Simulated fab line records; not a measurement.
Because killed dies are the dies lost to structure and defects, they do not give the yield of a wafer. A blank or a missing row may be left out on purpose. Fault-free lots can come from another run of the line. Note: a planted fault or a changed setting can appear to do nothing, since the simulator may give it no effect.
fab line records	flow n5Finfet
record: lots: 11	wafers: 33	lastDay: 19
route steps=1938 shown BEOL_M1@816 TV_LITHO@1886 PASSIVATION@1906
lots untouched by any fault: they come from a run of this same line in which no faults occurred
startH: hours from the record's opening day to when the first of the lot's shown wafers began	waitH: hours elapsed since this lot's preceding step	" repeats the value in the row above	L1.1+2: several wafers, shown together as one row	- no value, or no start was given	* or withheld: withheld	< > ~ a bound
route shown NAME@n: a module of which the file shows steps, and the number in the route of the first	usual: mean/standard deviation of fault-free wafers	same: alike in all rows	chamber/n: place in a boat	sites: readings site by site	_std_site: how widely they spread, as a standard deviation	_edge_site: mean of outer sites minus mean of inner sites	radiusMm: how far each site lies from the wafer's centre	mask NAME#n: copy n	behind: the most recent tool/chamber to have shaped the wafer	hold: why the lot was held/for how many hours/how that ended	device: transistor that didn't switch, given as n, p or np	end of line: the tests these same wafers got at the end of their route	where a step has no rows: the recipe by itself	killed: dies lost to structure and defects at the first sort, not the wafer's yield	map: a wafer's dies, x killed, . not, _ none there
set.NAME: setting as actually run; set.NAME@STEP: the setting as run at that earlier step	model.NAME: the simulator's own value behind a step, which no gauge read
the route's steps for a sample of lots (tables are steps, rows are wafers)
services: a tool's chamber out of use, with start hour (startH, from the record's first day; less than 0 if before it), hours out, and reason
== steps ==
step: N5_BEOL_M1_SPUTTER_79
recipe: material: Cu	targetThkA: 45	tempC: -20	chamberPressurePa: 0.07	powerW: withheld	timeS: 8.29
usual: chuckSensorTempC: -16.2/0.58	throttleValvePct: 30.3/1.5
same: timeS: 8.29
lot.wafer	tool	chamber	startH	waitH	chuckSensorTempC	throttleValvePct
L786.2	pvdSputter-03	-	136.47	0.1	-16.1	31.0
L786.3	"	-	"	"	-15.7	32.5
L786.5	"	-	"	"	-15.5	32.6
L788.2	pvdSputter-03	-	139.91	0.1	-16.2	31.3
L788.3	"	-	"	"	-16.3	30.0
L788.5	"	-	"	"	-16.4	29.8
L789.4	pvdSputter-01	-	144.49	0.1	-17.0	32.8
L789.5	"	-	"	"	-16.1	29.4
L789.6	"	-	"	"	-15.6	28.2
L791.3	pvdSputter-02	-	166.85	0.1	-16.2	29.3
L791.5	"	-	"	"	-16.5	32.3
L791.6	"	-	"	"	-17.5	29.2
L792.3	pvdSputter-03	-	168.54	0.1	-15.4	29.2
L792.4	"	-	"	"	-15.5	32.5
L792.6	"	-	"	"	-15.2	29.3
L793.2	pvdSputter-02	-	171.22	0.1	-16.6	32.5
L793.5	"	-	"	"	-16.9	32.5
L793.6	"	-	"	"	-17.4	29.3
L794.2	pvdSputter-02	-	174.38	0.1	-16.2	29.8
L794.4	"	-	"	"	-16.7	32.6
L794.5	"	-	"	"	-16.6	32.5
L795.2	pvdSputter-01	-	185.61	0.1	-15.8	28.5
L795.5	"	-	"	"	-15.9	29.4
L795.6	"	-	"	"	-16.9	33.1
L796.1	pvdSputter-01	-	198.78	0.1	-16.0	30.0
L796.3	"	-	"	"	-15.6	28.2
L796.4	"	-	"	"	-15.8	29.3
L797.1	pvdSputter-03	-	203.22	0.1	-16.1	31.0
L797.2	"	-	"	"	-15.3	29.4
L797.5	"	-	"	"	-15.3	29.6
L804.3	pvdSputter-02	-	248.78	0.1	-16.0	29.6
L804.4	"	-	"	"	-17.3	29.1
L804.5	"	-	"	"	-16.7	32.4
step: N5_PASSIVATION_DESCUM_12
recipe: chemistry: O2	timeS: 7.9	sourcePowerW: 50	biasPowerW: 20	pressureMtorr: 20	rfFrequencyHz: 2.712e+07	tempC: 40	o2FlowSccm: 225
usual: drypumpMotorCurrentA: 5.4/0.45	oesProductAu: 0.78/0.093	rfVppV: 243.7/1.1	showerheadPlenumPTorr: 2.13/0.045	throttleValvePct: 20.43/0.18
same: timeS: 7.9
lot.wafer	tool	chamber	startH	waitH	drypumpMotorCurrentA	oesProductAu	rfHoursCounterH	rfVppV	showerheadPlenumPTorr	throttleValvePct
L786.2	rieDiel-04	3	307.73	0.4	5.6	0.72	179	243.7	2.09	20.37
L786.3	"	2	"	"	5.5	0.69	233	242.9	2.06	20.54
L786.5	"	1	"	"	6.1	0.93	-	247.2	2.23	20.20
L789.4	rieDiel-01	3	323.99	0.0	4.6	0.71	212	244.5	2.15	20.30
L789.5	"	0	"	"	5.5	0.71	-	244.7	2.17	20.32
L789.6	"	1	"	"	5.7	0.92	-	243.4	2.14	20.41
L791.3	rieDiel-01	3	327.70	0.0	4.6	0.71	213	244.6	2.15	20.31
L791.5	"	1	"	"	5.8	0.92	-	243.8	2.14	20.42
L791.6	"	0	"	"	5.5	0.71	-	244.3	2.17	20.32
L794.2	rieDiel-04	3	331.28	0.0	5.6	0.72	187	243.0	2.09	20.40
L794.4	"	0	"	"	6.1	0.90	37	243.9	2.14	20.46
L794.5	"	3	"	"	5.7	0.72	-	242.6	2.08	20.37
L788.2	rieDiel-02	2	333.30	0.0	4.8	0.79	112	243.8	2.19	20.90
L788.3	"	3	"	"	5.5	0.77	123	244.7	2.18	20.21
L788.5	"	0	"	"	5.0	0.65	-	244.1	2.14	20.61
L793.2	rieDiel-01	0	333.96	0.0	5.5	0.72	191	241.9	2.17	20.33
L793.5	"	1	"	"	5.7	0.91	-	243.6	2.14	20.41
L793.6	"	2	"	"	5.0	0.73	-	242.7	2.09	20.70
L792.3	rieDiel-04	2	340.14	0.0	5.5	0.68	244	242.8	2.05	20.56
L792.4	"	1	"	"	6.1	0.89	23	245.2	2.23	20.19
L792.6	"	0	"	"	6.1	0.90	-	243.2	2.13	20.47
L795.2	rieDiel-01	0	356.53	0.0	5.5	0.71	198	243.9	2.17	20.34
L795.5	"	1	"	"	5.8	0.90	-	244.4	2.14	20.43
L795.6	"	0	"	"	5.4	0.71	-	243.3	2.17	20.34
L796.1	rieDiel-04	1	362.65	0.4	6.1	0.90	28	245.8	2.23	20.21
L796.3	"	0	"	"	6.1	0.89	45	244.4	2.13	20.48
L796.4	"	2	"	"	5.5	0.68	248	243.5	2.05	20.56
L797.1	rieDiel-01	1	378.42	0.0	5.8	0.88	34	245.6	2.13	20.43
L797.2	"	0	"	"	5.5	0.70	206	243.9	2.17	20.35
L797.5	"	2	"	"	5.0	0.71	-	242.6	2.08	20.72
L804.3	rieDiel-01	2	455.12	0.3	5.0	0.71	232	241.2	2.08	20.76
L804.4	"	0	"	"	5.5	0.69	227	243.7	2.16	20.36
L804.5	"	2	"	"	4.9	0.70	-	244.6	2.08	20.75
step: N5_PASSIVATION_OVL_MEAS_63
recipe: pointsPerWafer: 44
usual: PAD_OVL: -3/4.9
lot.wafer	tool	chamber	startH	waitH	PAD_OVL[nm]
L786.2	overlay-02	0	309.18	0.0	-4
L786.3	"	0	"	"	-4
L786.5	"	0	"	"	6
L789.4	overlay-02	0	326.38	0.0	-5
L789.5	"	0	"	"	-16
L789.6	"	0	"	"	-11
L791.3	overlay-01	0	329.21	0.0	-5
L791.5	"	0	"	"	-4
L791.6	"	0	"	"	-3
L794.2	overlay-02	0	334.14	0.0	-3
L794.4	"	0	"	"	-1
L794.5	"	0	"	"	-8
L788.2	overlay-01	0	334.73	0.0	-3
L788.3	"	0	"	"	-11
L788.5	"	0	"	"	-7
L793.2	overlay-01	0	335.47	0.0	-4
L793.5	"	0	"	"	-6
L793.6	"	0	"	"	-4
L792.3	overlay-02	0	341.77	0.0	-9
L792.4	"	0	"	"	0
L792.6	"	0	"	"	-4
L795.2	overlay-01	0	358.69	0.0	1
L795.5	"	0	"	"	-8
L795.6	"	0	"	"	-4
L796.1	overlay-01	0	364.07	0.0	-3
L796.3	"	0	"	"	2
L796.4	"	0	"	"	-8
L797.1	overlay-02	0	380.29	0.0	-4
L797.2	"	0	"	"	5
L797.5	"	0	"	"	3
L804.3	overlay-02	0	456.72	0.0	0
L804.4	"	0	"	"	-2
L804.5	"	0	"	"	-2
step: N5_PASSIVATION_ETCH_54
recipe: chemistry: CHF3/O2	target: SiO2	targetDepthA: 8800	CHF3_flow_sccm: 50	O2_flow_sccm: 5	Ar_flow_sccm: 200	timeS: 440	maskMaterial: PR	pressureMtorr: 30	sourceW: 650	biasW: 170	ionEnergyEv: 200
usual: drypumpMotorCurrentA: 5.49/0.21	oesProductAu: 0.76/0.076	rfVppV: 525/4.4	showerheadPlenumPTorr: 2.38/0.083	throttleValvePct: 18.82/0.25
same: timeS: 440
lot.wafer	tool	chamber	startH	waitH	drypumpMotorCurrentA	oesProductAu	rfHoursCounterH	rfVppV	showerheadPlenumPTorr	throttleValvePct
L786.2	rieDiel-03	3	312.54	0.1	5.26	0.81	89	525	2.43	19.07
L786.3	"	2	"	"	5.60	0.71	189	517	2.21	18.92
L786.5	"	2	"	"	5.59	0.72	-	517	2.21	18.91
L789.4	rieDiel-06	1	328.58	0.1	5.83	0.74	143	525	2.42	18.48
L789.5	"	0	"	"	5.54	0.70	-	523	2.28	19.11
L789.6	"	1	"	"	5.82	0.74	-	526	2.42	18.47
L791.3	rieDiel-06	3	331.85	0.1	5.31	0.75	179	530	2.40	18.96
L791.5	"	1	"	"	5.89	0.74	-	523	2.42	18.49
L791.6	"	0	"	"	5.50	0.70	-	523	2.28	19.13
L794.2	rieDiel-05	2	336.85	0.1	5.90	0.68	252	531	2.38	18.80
L794.4	"	0	"	"	5.11	0.72	211	520	2.48	19.17
L794.5	"	0	"	"	5.12	0.72	-	520	2.48	19.18
L788.2	rieDiel-06	3	337.22	0.1	5.31	0.75	181	528	2.40	18.99
L788.3	"	0	"	"	5.51	0.70	243	522	2.28	19.13
L788.5	"	3	"	"	5.32	0.75	-	527	2.40	18.97
L793.2	rieDiel-05	0	337.68	0.1	5.12	0.71	211	521	2.48	19.16
L793.5	"	2	"	"	5.92	0.68	-	530	2.38	18.77
L793.6	"	1	"	"	5.58	0.86	-	529	2.44	18.72
L792.3	rieDiel-03	1	344.29	0.1	5.44	0.82	97	529	2.43	18.50
L792.4	"	0	"	"	5.43	0.70	213	525	2.39	18.87
L792.6	"	1	"	"	5.48	0.82	-	531	2.43	18.48
L795.2	rieDiel-03	3	360.98	0.1	5.31	0.79	108	525	2.42	19.09
L795.5	"	3	"	"	5.32	0.79	-	524	2.42	19.10
L795.6	"	2	"	"	5.62	0.71	-	518	2.20	18.95
L796.1	rieDiel-05	1	366.34	0.1	5.54	0.83	63	529	2.44	18.75
L796.3	"	3	"	"	5.61	0.81	99	525	2.43	18.72
L796.4	"	3	"	"	5.60	0.82	-	525	2.43	18.72
L797.1	rieDiel-05	1	382.35	0.1	5.53	0.83	70	530	2.43	18.77
L797.2	"	3	"	"	5.60	0.81	105	524	2.43	18.74
L797.5	"	3	"	"	5.60	0.82	-	523	2.43	18.75
L804.3	rieDiel-06	1	458.98	0.1	5.85	0.70	195	524	2.40	18.54
L804.4	"	2	"	"	5.29	0.94	27	529	2.37	18.37
L804.5	"	1	"	"	5.84	0.70	-	526	2.40	18.57
step: N5_PASSIVATION_PROBE_49
usual: defectLimitedYield: 90.9/1.3	killed_at_M0_to_M3: 36/11	killed_at_M4_up: 13/5.1	killedAtContacts: 14/4.9	killedAtFrontEnd: 41/10	killedAtOther: 3.4/2.6	killedDies: 107/16	killedOpen: 70/11	killedShort: 36/7.8	sort_bin_5_function: 5.4/0.84	sort_bin_6_memory: 3.4/0.67	sortNPass: 1073/16	sortYieldPct: 90.9/1.3
same: grossDies: 1180	killedAtBackSide: 0	sort_bin_4_leakage[%]: 0	sort_bin_8_speed[%]: 0
lot.wafer	tool	chamber	startH	waitH	defectLimitedYield[%]	killed_at_M0_to_M3	killed_at_M4_up	killedAtContacts	killedAtFrontEnd	killedAtOther	killedDies	killedOpen	killedShort	sort_bin_5_function[%]	sort_bin_6_memory[%]	sortNPass	sortYieldPct[%]
L795.2	prober-01	-	363.81	0.1	90.4	23	20	13	53	4	113	63	46	6.2	3.1	1067	90.4
L795.6	prober-01	-	364.01	0.3	92.5	23	6	11	47	2	89	59	29	4.1	3.0	1091	92.5
L804.3	prober-01	-	462.46	0.1	91.4	36	10	11	40	4	101	74	26	5.9	2.4	1079	91.4
L804.4	prober-01	-	462.51	0.2	90.3	48	7	15	42	3	115	79	34	5.3	4.1	1065	90.3
L804.5	prober-01	-	462.56	0.2	77.0	199	10	14	43	5	271	83	51	13.1	5.2	909	77.0
killed by level:class
L795.2 STI_FIN_REVEAL:geometricParticle:open=21 MOL_CONTACT_COAG:geometricParticle:open=10 BEOL_M4:geometricParticle:open=10 BEOL_M2:geometricParticle:short=7 FIN_SAQP:geometricParticle:short=6 GATE_CUT:geometricParticle:short=6 STI_FIN_REVEAL:geometricParticle:short=5 BEOL_M3:geometricParticle:open=5
L795.6 FIN_SAQP:geometricParticle:open=11 STI_FIN_REVEAL:geometricParticle:open=10 MOL_CONTACT_COAG:geometricParticle:open=10 BEOL_M3:geometricParticle:short=9 FIN_SAQP:geometricParticle:short=4 BEOL_M3:geometricParticle:open=4 BEOL_M1:geometricParticle:open=4 STI_FIN_REVEAL:geometricParticle:short=3
L804.3 BEOL_M0_SAQP:geometricParticle:open=12 STI_FIN_REVEAL:geometricParticle:open=10 FIN_SAQP:geometricParticle:open=8 DUMMY_GATE:geometricParticle:open=8 MOL_CONTACT_COAG:geometricParticle:open=8 BEOL_M2:geometricParticle:open=7 BEOL_M1:geometricParticle:open=6 FIN_SAQP:geometricParticle:short=5
L804.4 BEOL_M0_SAQP:geometricParticle:open=15 BEOL_M0_SAQP:geometricParticle:short=12 MOL_CONTACT_COAG:geometricParticle:open=10 STI_FIN_REVEAL:geometricParticle:open=9 FIN_SAQP:geometricParticle:open=8 DUMMY_GATE:geometricParticle:open=8 BEOL_M1:geometricParticle:open=8 BEOL_M2:geometricParticle:open=7
L804.5 BEOL_M1:unspecified=135 FIN_SAQP:geometricParticle:open=15 BEOL_M0_SAQP:geometricParticle:short=15 BEOL_M0_SAQP:geometricParticle:open=13 BEOL_M2:geometricParticle:short=13 DUMMY_GATE:geometricParticle:open=9 BEOL_M1:geometricParticle:open=9 FIN_SAQP:geometricParticle:short=8
== services ==
tool	chamber	startH	hours	kind
pvdSputter-01	-	112.49	2.9	repair
rieDiel-04	1	180.16	11.0	repair
rieDiel-05	2	191.71	1.3	repair
rieDiel-06	2	285.04	20.5	repair
rieDiel-03	1	290.99	9.8	repair
rieDiel-01	1	291.76	3.0	repair
rieDiel-05	0	297.70	19.9	repair
rieDiel-06	0	300.01	1.3	repair
rieDiel-06	3	303.75	16.3	repair
rieDiel-06	2	311.68	4.3	repair
rieDiel-06	-	315.30	0.9	repair
rieDiel-05	1	340.08	4.4	repair
rieDiel-05	2	342.03	3.2	repair
rieDiel-01	3	342.61	28.4	repair
rieDiel-01	-	343.93	0.2	repair
rieDiel-03	1	369.64	16.3	repair
rieDiel-01	-	383.87	4.3	pm
rieDiel-05	1	387.25	21.5	repair
rieDiel-06	3	398.74	2.8	repair
rieDiel-04	2	404.85	1.6	repair
rieDiel-01	-	413.97	2.1	repair
rieDiel-03	3	417.16	6.7	repair
rieDiel-04	-	436.28	2.6	repair
pvdSputter-02	-	446.64	2.0	repair
== key ==
firstSign: step: N5_PASSIVATION_PROBE_49	reading: killed_at_M0_to_M3	direction: up	sigmas: 14	usual: 36	struck: 199
effect: step: N5_PASSIVATION_PROBE_49	reading: defectLimitedYield	direction: down	sigmas: 10	usual: 90.9	struck: 77.0
moreKillsBornAt: N5_BEOL_M1_SPUTTER_79@pvdSputter-02: 135
metAt N5_BEOL_M1_SPUTTER_79
struckLots L804
struckWafers L804.5
notActingAt N5_PASSIVATION_DESCUM_12,N5_PASSIVATION_OVL_MEAS_63,N5_PASSIVATION_ETCH_54
onsetBetween 174.38 248.78
fault: kind: chamberParticleSource	tool: pvdSputter-02	chamber: -	onsetH: 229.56	steps: N5_BEOL_M1_SPUTTER_79	ratePerVisitCm2: 1.5978	endH: 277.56	scope: struckWafersOnly
